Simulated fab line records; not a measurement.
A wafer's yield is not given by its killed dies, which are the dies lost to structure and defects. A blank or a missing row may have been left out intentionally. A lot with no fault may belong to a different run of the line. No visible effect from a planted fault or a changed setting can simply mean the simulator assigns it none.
fab line records | flow n5-finfet | part 1 of 2: steps 1 to 18 of 28
[record] lots = 5 | wafers = 15 | last-day = 17
route steps=1938 shown FIN_SAQP@138 FIN_CUT@154
lots that met no fault: taken from a fault-free run of the same line
start-h: hours from the record's opening day to when the first of the lot's shown wafers began | wait-h: hours elapsed since this lot's preceding step | " same as the row above | L1.1+2: a row that stands for several wafers | - either no value or no given start | * or withheld: withheld | < > ~ a bound
route shown NAME@n: a module of which the file shows steps, and the number in the route of the first | usual: mean and standard deviation over wafers with no fault | same: alike in all rows | chamber/n: place in a boat | sites: each site's reading | _std_site: the values' standard deviation | _edge_site: outer sites' mean less inner sites' | radius-mm: for every site, how far away it sits from the centre of the wafer | mask NAME#n: copy n | behind: the last tool/chamber to shape the wafer | hold: what put the lot on hold/how long, in hours/how the hold closed | device: whichever transistor did not switch (one of n, p or np) | end of line: at the end of the route, the tests of the same wafers | a step with no rows: only its recipe | killed: dies lost to structure and defects at the first sort, not the wafer's yield | map: a wafer's dies, x killed, . not, _ none there
set.NAME: the setting that was run; set.NAME@STEP: the one run at that earlier step | model.NAME: the simulator's own value behind a step, which no gauge read
lots at some steps of the route; a table a step, a row a wafer
services: a tool's chamber out of use, with start hour (start-h, from the record's first day; less than 0 if before it), hours out, and reason
[[steps]]
[step N5_FIN_SAQP_SPACER2_ALD_28]
[recipe] material = SiO2 | target-thk-a = 81 | temp-c = 300 | ald-precursor-family = BDEAS | ald-co-reactant = O2-plasma | pulse-time-s = 1 | purge-time-s = 2 | co-reactant-purge-time-s = 2 | pressure-torr = 2
[usual] heater-power-w = 462/46 | precursor-pulse-height-rel = 1.003/0.018
lot.wafer | tool       | chamber | start-h | wait-h | heater-power-w | precursor-pulse-height-rel
L074.3    | ald-sin-03 | 2       | 26.22   | 0.1    | 505            | 0.994
L074.4    | "          | 3       | "       | "      | 510            | 0.971
L074.5    | "          | 3       | "       | "      | 496            | 1.038
L081.1    | ald-sin-03 | 0       | 68.13   | 0.6    | 451            | 1.042
L081.5    | "          | 1       | "       | "      | 392            | 0.968
L081.6    | "          | 2       | "       | "      | 499            | 1.000
L090.4    | ald-sin-03 | 1       | 122.39  | 0.1    | 387            | 1.026
L090.5    | "          | 1       | "       | "      | 397            | 1.021
L090.6    | "          | 0       | "       | "      | 432            | 1.002
L093.2    | ald-sin-02 | 0       | 139.22  | 0.1    | 573            | 0.997
L093.3    | "          | 2       | "       | "      | 426            | 0.986
L093.6    | "          | 2       | "       | "      | 443            | 1.018
L094.1    | ald-sin-04 | 0       | 146.03  | 0.3    | 436            | 0.990
L094.2    | "          | 1       | "       | "      | 512            | 0.969
L094.5    | "          | 0       | "       | "      | 426            | 0.991
[step N5_FIN_SAQP_SPACER2_ETCHBACK_29]
[recipe] chemistry = CHF3/O2 | mode = anisotropic-etchback | target = SiO2 | target-depth-a = 122 | time-s = 6.1 | pressure-mtorr = 30 | source-w = 650 | bias-w = 170 | Ar_flow_sccm = 200 | CHF3_flow_sccm = 50 | O2_flow_sccm = 5 | ion-energy-ev = 200
[usual] drypump-motor-current-A = 5.7/0.46 | oes_f_703_au = 0.78/0.061 | oes-product-au = 0.78/0.065 | rf-vpp-V = 523/5.5 | showerhead-plenum-p-Torr = 2.42/0.082 | throttle-valve-pct = 18.96/0.2
lot.wafer | tool        | chamber | start-h | wait-h | drypump-motor-current-A | oes_f_703_au | oes-product-au | rf-hours-counter-h | rf-vpp-V | showerhead-plenum-p-Torr | throttle-valve-pct
L074.3    | rie-diel-01 | 1       | 26.54   | 0.2    | 5.9                     | 0.77         | 0.78           | 130                | 520      | 2.32                     | 18.76
L074.4    | "           | 0       | "       | "      | 5.5                     | 0.85         | 0.87           | 37                 | 527      | 2.36                     | 18.97
L074.5    | "           | 3       | "       | "      | 5.1                     | 0.73         | 0.73           | -                  | 524      | 2.49                     | 18.80
L081.1    | rie-diel-01 | 2       | 68.55   | 0.3    | 6.0                     | 0.76         | 0.74           | 183                | 513      | 2.40                     | 19.16
L081.5    | "           | 1       | "       | "      | 5.9                     | 0.76         | 0.77           | -                  | 520      | 2.32                     | 18.78
L081.6    | "           | 0       | "       | "      | 5.5                     | 0.83         | 0.85           | -                  | 526      | 2.35                     | 18.99
L090.4    | rie-diel-04 | 1       | 122.72  | 0.2    | 5.7                     | 0.84         | 0.82           | 99                 | 514      | 2.35                     | 18.82
L090.5    | "           | 2       | "       | "      | 6.0                     | 0.70         | 0.71           | -                  | 519      | 2.47                     | 19.10
L090.6    | "           | 1       | "       | "      | 5.7                     | 0.82         | 0.83           | -                  | 513      | 2.35                     | 18.79
L093.2    | rie-diel-01 | 0       | 139.61  | 0.2    | 5.5                     | 0.81         | 0.80           | 77                 | 526      | 2.34                     | 19.02
L093.3    | "           | 1       | "       | "      | 5.9                     | 0.74         | 0.75           | 170                | 520      | 2.31                     | 18.82
L093.6    | "           | 3       | "       | "      | 5.1                     | 0.71         | 0.70           | -                  | 523      | 2.48                     | 18.86
L094.1    | rie-diel-01 | 1       | 146.35  | 0.2    | 5.9                     | 0.74         | 0.74           | 174                | 521      | 2.30                     | 18.82
L094.2    | "           | 0       | "       | "      | 5.5                     | 0.80         | 0.82           | 80                 | 526      | 2.34                     | 19.03
L094.5    | "           | 1       | "       | "      | 5.9                     | 0.75         | 0.74           | -                  | 521      | 2.30                     | 18.84
[step N5_FIN_SAQP_MANDREL2_REMOVE_60]
[recipe] chemistry = HBr/Cl2/O2 | bt-time-s = 10 | target = a-Si | stop-on = SiNx | endpoint = OES-SiCl | over-etch-frac = 1 | icp-w = 600 | bias-w = 22 | HBr_flow_sccm = 150 | Cl2_flow_sccm = 80 | O2_flow_sccm = 5 | pressure-mtorr = 10
[usual] drypump-motor-current-A = 5.7/0.42 | oes-product-au = 0.999/0.014 | throttle-valve-pct = 36.72/0.29
lot.wafer | tool      | chamber | start-h | wait-h | drypump-motor-current-A | oes-product-au | rf-hours-counter-h | throttle-valve-pct
L074.3    | rie-si-01 | 0       | 26.63   | 0.1    | 5.4                     | 1.001          | 120                | 36.71
L074.4    | "         | 2       | "       | "      | 5.9                     | 1.020          | 194                | 36.70
L074.5    | "         | 3       | "       | "      | 5.1                     | 0.998          | -                  | 36.99
L081.1    | rie-si-05 | 0       | 68.63   | 0.1    | 6.1                     | 0.999          | 22                 | 37.02
L081.5    | "         | 0       | "       | "      | 6.1                     | 1.001          | -                  | 37.02
L081.6    | "         | 3       | "       | "      | 6.1                     | 0.982          | -                  | 36.73
L090.4    | rie-si-06 | 3       | 122.80  | 0.1    | 6.4                     | 1.019          | 100                | 36.81
L090.5    | "         | 0       | "       | "      | 5.6                     | 0.991          | -                  | 36.17
L090.6    | "         | 3       | "       | "      | 6.4                     | 1.020          | -                  | 36.78
L093.2    | rie-si-06 | 3       | 139.69  | 0.1    | 6.4                     | 1.031          | 100                | 36.81
L093.3    | "         | 0       | "       | "      | 5.6                     | 1.003          | 112                | 36.18
L093.6    | "         | 1       | "       | "      | 5.2                     | 1.004          | -                  | 37.00
L094.1    | rie-si-01 | 3       | 146.44  | 0.1    | 5.1                     | 1.006          | 41                 | 37.01
L094.2    | "         | 1       | "       | "      | 5.8                     | 0.974          | 121                | 36.99
L094.5    | "         | 1       | "       | "      | 5.8                     | 0.975          | -                  | 36.98
[step N5_FIN_SAQP_CD_MEAS_31]
[recipe] target-cd-nm = 8 | landing-energy-ev = 1000 | detector = se-inlens | polarity = line
[usual] cd-nm = 8.09/0.2
lot.wafer | tool      | chamber | start-h | wait-h | cd-nm
L074.3    | cd-sem-02 | 0       | 26.74   | 0.1    | 7.93
L074.4    | "         | 0       | "       | "      | 8.02
L074.5    | "         | 0       | "       | "      | 8.10
L081.1    | cd-sem-01 | 0       | 68.75   | 0.1    | 7.89
L081.5    | "         | 0       | "       | "      | 8.07
L081.6    | "         | 0       | "       | "      | 8.10
L090.4    | cd-sem-01 | 0       | 122.92  | 0.1    | 8.22
L090.5    | "         | 0       | "       | "      | 8.03
L090.6    | "         | 0       | "       | "      | 8.01
L093.2    | cd-sem-03 | 0       | 139.80  | 0.1    | 8.12
L093.3    | "         | 0       | "       | "      | 8.31
L093.6    | "         | 0       | "       | "      | 7.85
L094.1    | cd-sem-01 | 0       | 146.55  | 0.1    | 8.22
L094.2    | "         | 0       | "       | "      | 8.07
L094.5    | "         | 0       | "       | "      | 7.82
[step N5_FIN_SAQP_HM_OPEN_33]
[recipe] chemistry = CH3F/O2 | target = SiNx | mask-material = SiO2 | target-depth-a = 494 | time-s = 70.6 | pressure-mtorr = 30 | source-w = 395 | bias-w = 73 | Ar_flow_sccm = 150 | CH3F_flow_sccm = 30 | O2_flow_sccm = 20 | ion-energy-ev = 120 | ends = cleared
[usual] drypump-motor-current-A = 5.7/0.45 | etch-rf-on-time-s = 69.2/1.2 | oes_f_703_au = 0.78/0.06 | oes-product-au = 0.67/0.054 | rf-vpp-V = 296/3.3 | showerhead-plenum-p-Torr = 2.00/0.069 | throttle-valve-pct = 16.39/0.19
lot.wafer | tool        | chamber | start-h | wait-h | drypump-motor-current-A | etch-rf-on-time-s | oes_f_703_au | oes-product-au | rf-hours-counter-h | rf-vpp-V | showerhead-plenum-p-Torr | throttle-valve-pct
L074.3    | rie-diel-04 | 1       | 26.79   | 0.0    | 5.7                     | 66.9              | 0.85         | 0.73           | 78                 | 291      | 1.95                     | 16.20
L074.4    | "           | 0       | "       | "      | 5.8                     | 68.0              | 0.81         | 0.71           | 68                 | 296      | 1.94                     | 16.08
L074.5    | "           | 0       | "       | "      | 5.8                     | 68.2              | 0.81         | 0.71           | -                  | 296      | 1.94                     | 16.07
L081.1    | rie-diel-01 | 0       | 68.80   | 0.0    | 5.5                     | 67.0              | 0.82         | 0.73           | 52                 | 299      | 1.95                     | 16.38
L081.5    | "           | 0       | "       | "      | 5.5                     | 68.7              | 0.83         | 0.72           | -                  | 299      | 1.95                     | 16.39
L081.6    | "           | 1       | "       | "      | 5.9                     | 69.5              | 0.76         | 0.66           | -                  | 296      | 1.92                     | 16.25
L090.4    | rie-diel-01 | 0       | 122.96  | 0.0    | 5.5                     | 67.1              | 0.80         | 0.69           | 72                 | 297      | 1.94                     | 16.43
L090.5    | "           | 2       | "       | "      | 6.0                     | 68.6              | 0.74         | 0.63           | -                  | 291      | 1.98                     | 16.64
L090.6    | "           | 3       | "       | "      | 5.1                     | 66.8              | 0.71         | 0.61           | -                  | 296      | 2.06                     | 16.33
L093.2    | rie-diel-05 | 1       | 139.98  | 0.2    | 5.0                     | 70.1              | 0.87         | 0.74           | 43                 | 297      | 2.04                     | 16.33
L093.3    | "           | 3       | "       | "      | 5.6                     | 70.4              | 0.73         | 0.63           | 171                | 299      | 1.92                     | 16.69
L093.6    | "           | 1       | "       | "      | 5.0                     | 70.2              | 0.87         | 0.75           | -                  | 296      | 2.04                     | 16.29
L094.1    | rie-diel-04 | 2       | 146.60  | 0.0    | 6.0                     | 68.7              | 0.70         | 0.60           | 224                | 292      | 2.05                     | 16.55
L094.2    | "           | 0       | "       | "      | 5.8                     | 67.5              | 0.77         | 0.67           | 107                | 296      | 1.93                     | 16.14
L094.5    | "           | 1       | "       | "      | 5.7                     | 68.7              | 0.82         | 0.69           | -                  | 290      | 1.94                     | 16.25
[step N5_FIN_SAQP_ETCH_34]
[recipe] chemistry = C4F6/O2 | target = SiO2 | target-depth-a = 450 | time-s = 15 | ion-energy-ev = 250 | pressure-mtorr = 30 | source-w = 345 | bias-w = 185 | Ar_flow_sccm = 300 | C4F6_flow_sccm = 10 | O2_flow_sccm = 10 | ends = cleared
[usual] drypump-motor-current-A = 5.7/0.45 | etch-rf-on-time-s = 14.91/0.16 | oes_f_703_au = 0.78/0.06 | oes-product-au = 0.67/0.054 | rf-vpp-V = 663/7.1 | showerhead-plenum-p-Torr = 2.84/0.093 | throttle-valve-pct = 21.12/0.19
lot.wafer | tool        | chamber | start-h | wait-h | drypump-motor-current-A | etch-rf-on-time-s | oes_f_703_au | oes-product-au | rf-hours-counter-h | rf-vpp-V | showerhead-plenum-p-Torr | throttle-valve-pct
L074.3    | rie-diel-04 | 1       | 26.86   | 0.0    | 5.7                     | 14.67             | 0.85         | 0.71           | 78                 | 651      | 2.78                     | 20.96
L074.4    | "           | 0       | "       | "      | 5.8                     | 14.89             | 0.81         | 0.70           | 69                 | 663      | 2.77                     | 20.76
L074.5    | "           | 0       | "       | "      | 5.8                     | 14.93             | 0.81         | 0.70           | -                  | 665      | 2.76                     | 20.77
L081.1    | rie-diel-01 | 0       | 68.87   | 0.0    | 5.5                     | 14.76             | 0.83         | 0.72           | 52                 | 670      | 2.78                     | 21.19
L081.5    | "           | 0       | "       | "      | 5.5                     | 14.90             | 0.83         | 0.71           | -                  | 670      | 2.78                     | 21.19
L081.6    | "           | 1       | "       | "      | 5.9                     | 14.93             | 0.76         | 0.66           | -                  | 660      | 2.74                     | 20.96
L090.4    | rie-diel-01 | 0       | 123.03  | 0.0    | 5.5                     | 14.75             | 0.80         | 0.70           | 72                 | 668      | 2.77                     | 21.21
L090.5    | "           | 2       | "       | "      | 6.0                     | 15.11             | 0.74         | 0.62           | -                  | 651      | 2.82                     | 21.35
L090.6    | "           | 3       | "       | "      | 5.1                     | 14.86             | 0.71         | 0.61           | -                  | 664      | 2.93                     | 20.98
L093.2    | rie-diel-05 | 1       | 140.05  | 0.0    | 5.0                     | 15.17             | 0.87         | 0.75           | 43                 | 664      | 2.90                     | 21.09
L093.3    | "           | 3       | "       | "      | 5.6                     | 15.21             | 0.74         | 0.63           | 171                | 670      | 2.73                     | 21.44
L093.6    | "           | 1       | "       | "      | 5.0                     | 15.14             | 0.88         | 0.75           | -                  | 663      | 2.90                     | 21.09
L094.1    | rie-diel-04 | 2       | 146.67  | 0.0    | 6.0                     | 15.13             | 0.70         | 0.60           | 224                | 659      | 2.91                     | 21.23
L094.2    | "           | 0       | "       | "      | 5.8                     | 14.97             | 0.78         | 0.66           | 107                | 663      | 2.75                     | 20.85
L094.5    | "           | 1       | "       | "      | 5.7                     | 14.73             | 0.82         | 0.69           | -                  | 651      | 2.77                     | 21.01
[step N5_FIN_SAQP_STRIP_77]
[recipe] chemistry = N2/H2 | time-s = 90 | power-w = 100 | temp-c = 40 | pressure-mtorr = 100 | rf-frequency-hz = 6e+07 | bias-power-w = 3 | n2-flow-sccm = 300 | h2-flow-sccm = 300
[usual] drypump-motor-current-A = 5.7/0.46 | oes-product-au = 0.78/0.063 | rf-vpp-V = 45.3/0.91 | showerhead-plenum-p-Torr = 3.37/0.11 | throttle-valve-pct = 12.25/0.22
lot.wafer | tool        | chamber | start-h | wait-h | drypump-motor-current-A | oes-product-au | rf-hours-counter-h | rf-vpp-V | showerhead-plenum-p-Torr | throttle-valve-pct
L074.3    | rie-diel-04 | 1       | 26.88   | 0.0    | 5.7                     | 0.85           | 78                 | 43.8     | 3.29                     | 11.95
L074.4    | "           | 0       | "       | "      | 5.8                     | 0.83           | 69                 | 45.9     | 3.28                     | 11.86
L074.5    | "           | 0       | "       | "      | 5.8                     | 0.84           | -                  | 43.7     | 3.28                     | 11.86
L081.1    | rie-diel-01 | 0       | 68.89   | 0.0    | 5.5                     | 0.84           | 52                 | 45.3     | 3.29                     | 12.27
L081.5    | "           | 0       | "       | "      | 5.5                     | 0.86           | -                  | 44.6     | 3.29                     | 12.25
L081.6    | "           | 1       | "       | "      | 5.9                     | 0.77           | -                  | 45.1     | 3.25                     | 12.15
L090.4    | rie-diel-01 | 0       | 123.06  | 0.0    | 5.5                     | 0.82           | 72                 | 46.0     | 3.28                     | 12.33
L090.5    | "           | 2       | "       | "      | 6.1                     | 0.73           | -                  | 47.0     | 3.35                     | 12.53
L090.6    | "           | 3       | "       | "      | 5.2                     | 0.71           | -                  | 45.6     | 3.47                     | 12.21
L093.2    | rie-diel-05 | 1       | 140.07  | 0.0    | 5.0                     | 0.88           | 43                 | 44.5     | 3.43                     | 12.11
L093.3    | "           | 3       | "       | "      | 5.6                     | 0.73           | 171                | 45.8     | 3.24                     | 12.59
L093.6    | "           | 1       | "       | "      | 5.0                     | 0.88           | -                  | 47.1     | 3.43                     | 12.10
L094.1    | rie-diel-04 | 2       | 146.69  | 0.0    | 6.0                     | 0.70           | 224                | 44.9     | 3.47                     | 12.50
L094.2    | "           | 0       | "       | "      | 5.8                     | 0.79           | 107                | 44.8     | 3.26                     | 11.97
L094.5    | "           | 1       | "       | "      | 5.7                     | 0.80           | -                  | 46.0     | 3.27                     | 12.02
[step N5_FIN_SAQP_HM_CD_35]
[recipe] target-cd-nm = 8 | polarity = line
[usual] cd-nm = 8.12/0.22
lot.wafer | tool      | chamber | start-h | wait-h | cd-nm
L074.3    | cd-sem-01 | -       | 27.01   | 0.1    | 8.23
L074.4    | "         | -       | "       | "      | 8.42
L074.5    | "         | -       | "       | "      | 7.63
L081.1    | cd-sem-03 | -       | 69.01   | 0.1    | 8.05
L081.5    | "         | -       | "       | "      | 7.91
L081.6    | "         | -       | "       | "      | 8.17
L090.4    | cd-sem-03 | -       | 123.20  | 0.1    | 8.25
L090.5    | "         | -       | "       | "      | 8.21
L090.6    | "         | -       | "       | "      | 7.99
L093.2    | cd-sem-01 | -       | 140.20  | 0.1    | 7.67
L093.3    | "         | -       | "       | "      | 8.01
L093.6    | "         | -       | "       | "      | 8.16
L094.1    | cd-sem-01 | -       | 146.81  | 0.1    | 8.19
L094.2    | "         | -       | "       | "      | 8.24
L094.5    | "         | -       | "       | "      | 7.76
[step N5_FIN_SAQP_ETCH_64]
[recipe] chemistry = CF4 | target = SiO2 | target-depth-a = 15 | ion-energy-ev = 350 | pressure-mtorr = 10 | icp-w = 800 | bias-w = 400 | cf4-flow-sccm = 80
[usual] drypump-motor-current-A = 5.8/0.41 | oes-product-au = 1.000/0.013 | throttle-valve-pct = 21.78/0.25
lot.wafer | tool      | chamber | start-h | wait-h | drypump-motor-current-A | oes-product-au | rf-hours-counter-h | throttle-valve-pct
L074.3    | rie-si-06 | 2       | 27.05   | 0.0    | 5.6                     | 0.990          | 87                 | 21.61
L074.4    | "         | 3       | "       | "      | 6.4                     | 1.030          | 98                 | 21.75
L074.5    | "         | 2       | "       | "      | 5.6                     | 0.982          | -                  | 21.64
L081.1    | rie-si-01 | 3       | 69.06   | 0.0    | 5.0                     | 0.997          | 39                 | 22.02
L081.5    | "         | 0       | "       | "      | 5.4                     | 0.986          | -                  | 21.74
L081.6    | "         | 3       | "       | "      | 5.0                     | 0.990          | -                  | 22.03
L090.4    | rie-si-05 | 1       | 123.23  | 0.0    | 5.6                     | 1.006          | 7                  | 22.03
L090.5    | "         | 0       | "       | "      | 6.1                     | 1.008          | -                  | 22.05
L090.6    | "         | 1       | "       | "      | 5.6                     | 1.011          | -                  | 22.03
L093.2    | rie-si-05 | 1       | 140.25  | 0.0    | 5.6                     | 1.005          | 8                  | 22.01
L093.3    | "         | 2       | "       | "      | 6.4                     | 1.003          | 19                 | 21.29
L093.6    | "         | 1       | "       | "      | 5.6                     | 1.005          | -                  | 22.03
L094.1    | rie-si-05 | 3       | 146.86  | 0.0    | 6.0                     | 0.986          | 115                | 21.62
L094.2    | "         | 1       | "       | "      | 5.6                     | 1.014          | 8                  | 22.02
L094.5    | "         | 2       | "       | "      | 6.4                     | 1.008          | -                  | 21.26
[step N5_FIN_SAQP_FIN_ETCH_36]
[recipe] chemistry = HBr/Cl2/O2 | target-depth-a = 1200 | mask-material = SiNx | time-s = 50.4 | bias-w = 102 | pressure-mtorr = 10 | icp-w = 800 | HBr_flow_sccm = 150 | Cl2_flow_sccm = 80 | O2_flow_sccm = 12
[usual] drypump-motor-current-A = 5.8/0.41 | oes-product-au = 0.999/0.013 | throttle-valve-pct = 36.08/0.28
lot.wafer | tool      | chamber | start-h | wait-h | drypump-motor-current-A | oes-product-au | rf-hours-counter-h | throttle-valve-pct
L074.3    | rie-si-06 | 2       | 27.07   | 0.0    | 5.6                     | 0.977          | 87                 | 35.78
L074.4    | "         | 3       | "       | "      | 6.4                     | 1.018          | 98                 | 36.14
L074.5    | "         | 2       | "       | "      | 5.7                     | 0.991          | -                  | 35.76
L081.1    | rie-si-01 | 3       | 69.08   | 0.0    | 5.0                     | 1.009          | 39                 | 36.30
L081.5    | "         | 0       | "       | "      | 5.3                     | 1.000          | -                  | 35.98
L081.6    | "         | 3       | "       | "      | 5.0                     | 1.006          | -                  | 36.31
L090.4    | rie-si-05 | 1       | 123.25  | 0.0    | 5.6                     | 1.016          | 7                  | 36.28
L090.5    | "         | 0       | "       | "      | 6.1                     | 1.016          | -                  | 36.32
L090.6    | "         | 1       | "       | "      | 5.6                     | 0.998          | -                  | 36.29
L093.2    | rie-si-05 | 1       | 140.27  | 0.0    | 5.6                     | 1.009          | 8                  | 36.29
L093.3    | "         | 2       | "       | "      | 6.4                     | 0.995          | 19                 | 35.57
L093.6    | "         | 1       | "       | "      | 5.6                     | 1.003          | -                  | 36.30
L094.1    | rie-si-05 | 3       | 146.88  | 0.0    | 6.1                     | 0.980          | 115                | 36.09
L094.2    | "         | 1       | "       | "      | 5.6                     | 1.003          | 8                  | 36.29
L094.5    | "         | 2       | "       | "      | 6.4                     | 1.000          | -                  | 35.56
[step N5_FIN_SAQP_CD_MEAS_37]
[recipe] target-cd-nm = 8 | polarity = line
[usual] cd-nm = 8.10/0.23
lot.wafer | tool      | chamber | start-h | wait-h | cd-nm
L074.3    | cd-sem-02 | -       | 27.20   | 0.1    | 8.21
L074.4    | "         | -       | "       | "      | 8.19
L074.5    | "         | -       | "       | "      | 8.03
L081.1    | cd-sem-01 | -       | 69.20   | 0.1    | 8.24
L081.5    | "         | -       | "       | "      | 7.78
L081.6    | "         | -       | "       | "      | 7.90
L090.4    | cd-sem-03 | -       | 123.38  | 0.1    | 8.16
L090.5    | "         | -       | "       | "      | 8.09
L090.6    | "         | -       | "       | "      | 8.30
L093.2    | cd-sem-01 | -       | 140.39  | 0.1    | 7.92
L093.3    | "         | -       | "       | "      | 8.24
L093.6    | "         | -       | "       | "      | 8.19
L094.1    | cd-sem-03 | -       | 147.00  | 0.1    | 8.38
L094.2    | "         | -       | "       | "      | 7.64
L094.5    | "         | -       | "       | "      | 8.09
[step N5_FIN_SAQP_PRECLEAN_38]
[recipe] chemistry = O3/DIW | time-s = 45 | temp-c = 22 | o3-ppm = 10
[usual] bath-heat-duty-pct = 2.4/0.5
lot.wafer | tool         | chamber | start-h | wait-h | bath-heat-duty-pct
L074.3    | wet-bench-03 | 7       | 27.23   | 0.0    | 2.1
L074.4    | "            | 6       | "       | "      | 2.4
L074.5    | "            | 4       | "       | "      | 2.6
L081.1    | wet-bench-05 | 7       | 69.24   | 0.0    | 2.2
L081.5    | "            | 1       | "       | "      | 2.7
L081.6    | "            | 5       | "       | "      | 3.1
L090.4    | wet-bench-05 | 4       | 123.42  | 0.0    | 2.5
L090.5    | "            | 7       | "       | "      | 2.2
L090.6    | "            | 6       | "       | "      | 2.1
L093.2    | wet-bench-05 | 4       | 140.43  | 0.0    | 2.3
L093.3    | "            | 5       | "       | "      | 3.0
L093.6    | "            | 2       | "       | "      | 2.8
L094.1    | wet-bench-03 | 6       | 147.04  | 0.0    | 1.7
L094.2    | "            | 0       | "       | "      | 2.6
L094.5    | "            | 7       | "       | "      | 2.5
[step N5_FIN_SAQP_PRECLEAN_45]
[recipe] chemistry = dHF | time-s = 10 | dilution = 500:1 | temp-c = 25
[usual] bath-heat-duty-pct = 6.5/0.96
lot.wafer | tool         | chamber | start-h | wait-h | bath-heat-duty-pct
L074.3    | wet-bench-03 | 7       | 27.25   | 0.0    | 4.9
L074.4    | "            | 6       | "       | "      | 5.8
L074.5    | "            | 4       | "       | "      | 6.5
L081.1    | wet-bench-05 | 7       | 69.26   | 0.0    | 7.1
L081.5    | "            | 1       | "       | "      | 6.7
L081.6    | "            | 5       | "       | "      | 7.6
L090.4    | wet-bench-05 | 4       | 123.43  | 0.0    | 5.5
L090.5    | "            | 7       | "       | "      | 6.5
L090.6    | "            | 6       | "       | "      | 5.0
L093.2    | wet-bench-05 | 4       | 140.44  | 0.0    | 5.9
L093.3    | "            | 5       | "       | "      | 8.2
L093.6    | "            | 2       | "       | "      | 6.3
L094.1    | wet-bench-03 | 6       | 147.06  | 0.0    | 6.4
L094.2    | "            | 0       | "       | "      | 6.8
L094.5    | "            | 7       | "       | "      | 5.6
[step N5_FIN_SAQP_SRD_39]
[recipe] dry = ipa-marangoni | time-s = 30 | temp-c = 23 | rinse-liquid = diw
[usual] bath-heat-duty-pct = 3.7/0.57
lot.wafer | tool         | chamber | start-h | wait-h | bath-heat-duty-pct
L074.3    | wet-bench-03 | 7       | 27.25   | 0.0    | 3.5
L074.4    | "            | 6       | "       | "      | 3.7
L074.5    | "            | 4       | "       | "      | 3.1
L081.1    | wet-bench-05 | 7       | 69.26   | 0.0    | 3.7
L081.5    | "            | 1       | "       | "      | 3.3
L081.6    | "            | 5       | "       | "      | 4.1
L090.4    | wet-bench-05 | 4       | 123.44  | 0.0    | 3.6
L090.5    | "            | 7       | "       | "      | 4.4
L090.6    | "            | 6       | "       | "      | 3.0
L093.2    | wet-bench-05 | 4       | 140.44  | 0.0    | 3.9
L093.3    | "            | 5       | "       | "      | 4.9
L093.6    | "            | 2       | "       | "      | 3.8
L094.1    | wet-bench-03 | 6       | 147.06  | 0.0    | 3.6
L094.2    | "            | 0       | "       | "      | 3.5
L094.5    | "            | 7       | "       | "      | 2.9
[step N5_FIN_SAQP_OCD_MEAS_76]
[usual] trench-depth-nm = 119.5/1.5
lot.wafer | tool   | chamber | start-h | wait-h | trench-depth-nm
L074.3    | ocd-02 | -       | 27.29   | 0.0    | 121.1
L074.4    | "      | -       | "       | "      | 120.3
L074.5    | "      | -       | "       | "      | 122.6
L081.1    | ocd-02 | -       | 69.31   | 0.0    | 121.9
L081.5    | "      | -       | "       | "      | 121.7
L081.6    | "      | -       | "       | "      | 121.5
L090.4    | ocd-01 | -       | 123.48  | 0.0    | 118.6
L090.5    | "      | -       | "       | "      | 121.6
L090.6    | "      | -       | "       | "      | 116.9
L093.2    | ocd-02 | -       | 140.49  | 0.0    | 117.2
L093.3    | "      | -       | "       | "      | 119.0
L093.6    | "      | -       | "       | "      | 117.1
L094.1    | ocd-01 | -       | 147.10  | 0.0    | 118.5
L094.2    | "      | -       | "       | "      | 116.7
L094.5    | "      | -       | "       | "      | 119.9
[step N5_FIN_SAQP_INSPECT_40]
[recipe] inspect-instrument = brightfield | mode = aei
[usual] raw-defect-count = 207/52
lot.wafer | tool              | chamber | start-h | wait-h | raw-defect-count
L074.3    | defect-inspect-02 | -       | 27.32   | 0.0    | 152
L074.4    | "                 | -       | "       | "      | 161
L074.5    | "                 | -       | "       | "      | 169
L081.1    | defect-inspect-02 | -       | 69.34   | 0.0    | 165
L081.5    | "                 | -       | "       | "      | 262
L081.6    | "                 | -       | "       | "      | 277
L090.4    | defect-inspect-01 | -       | 123.51  | 0.0    | 295
L090.5    | "                 | -       | "       | "      | 164
L090.6    | "                 | -       | "       | "      | 281
L093.2    | defect-inspect-02 | -       | 140.52  | 0.0    | 173
L093.3    | "                 | -       | "       | "      | 258
L093.6    | "                 | -       | "       | "      | 192
L094.1    | defect-inspect-01 | -       | 147.13  | 0.0    | 266
L094.2    | "                 | -       | "       | "      | 175
L094.5    | "                 | -       | "       | "      | 148
[step N5_FIN_CUT_COAT_18]
[recipe] resist = SOC | temp-c = 250 | time-s = 60 | spin-rpm = 1500 | resist-thk-nm = 230
[usual] chill-plate-temp-C = 22.99/0.11 | spin-speed-rpm = 1500.1/0.94
lot.wafer | tool           | chamber | start-h | wait-h | chill-plate-temp-C | spin-speed-rpm
L074.3    | litho-track-04 | 0       | 27.35   | 0.0    | 23.05              | 1500.6
L074.4    | "              | 0       | "       | "      | 22.94              | 1500.1
L074.5    | "              | 0       | "       | "      | 22.92              | 1500.1
L081.1    | litho-track-05 | 0       | 69.37   | 0.0    | 22.91              | 1500.4
L081.5    | "              | 0       | "       | "      | 23.20              | 1500.7
L081.6    | "              | 0       | "       | "      | 23.06              | 1499.8
L090.4    | litho-track-03 | 0       | 123.54  | 0.0    | 23.05              | 1500.1
L090.5    | "              | 0       | "       | "      | 22.91              | 1499.1
L090.6    | "              | 0       | "       | "      | 23.04              | 1499.0
L093.2    | litho-track-05 | 0       | 140.55  | 0.0    | 22.92              | 1499.6
L093.3    | "              | 0       | "       | "      | 22.84              | 1500.3
L093.6    | "              | 0       | "       | "      | 23.07              | 1500.5
L094.1    | litho-track-03 | 0       | 147.16  | 0.0    | 23.03              | 1498.5
L094.2    | "              | 0       | "       | "      | 23.10              | 1500.1
L094.5    | "              | 0       | "       | "      | 22.92              | 1501.7
[step N5_FIN_CUT_COAT_19]
[recipe] resist = SiARC | temp-c = 220 | time-s = 60 | spin-rpm = 1500 | resist-thk-nm = 20
[usual] chill-plate-temp-C = 23.02/0.11 | spin-speed-rpm = 1500.0/0.93
lot.wafer | tool           | chamber | start-h | wait-h | chill-plate-temp-C | spin-speed-rpm
L074.3    | litho-track-04 | 0       | -       | -      | 22.91              | 1499.5
L074.4    | "              | 0       | "       | "      | 23.03              | 1501.5
L074.5    | "              | 0       | "       | "      | 23.08              | 1499.7
L081.1    | litho-track-05 | 0       | -       | -      | 23.12              | 1499.4
L081.5    | "              | 0       | "       | "      | 23.12              | 1500.8
L081.6    | "              | 0       | "       | "      | 23.07              | 1500.2
L090.4    | litho-track-03 | 0       | -       | -      | 22.91              | 1498.3
L090.5    | "              | 0       | "       | "      | 22.85              | 1499.5
L090.6    | "              | 0       | "       | "      | 22.94              | 1501.0
L093.2    | litho-track-05 | 0       | -       | -      | 23.08              | 1500.3
L093.3    | "              | 0       | "       | "      | 22.98              | 1500.1
L093.6    | "              | 0       | "       | "      | 22.89              | 1499.4
L094.1    | litho-track-03 | 0       | -       | -      | 23.20              | 1499.2
L094.2    | "              | 0       | "       | "      | 23.16              | 1500.0
L094.5    | "              | 0       | "       | "      | 23.19              | 1501.7
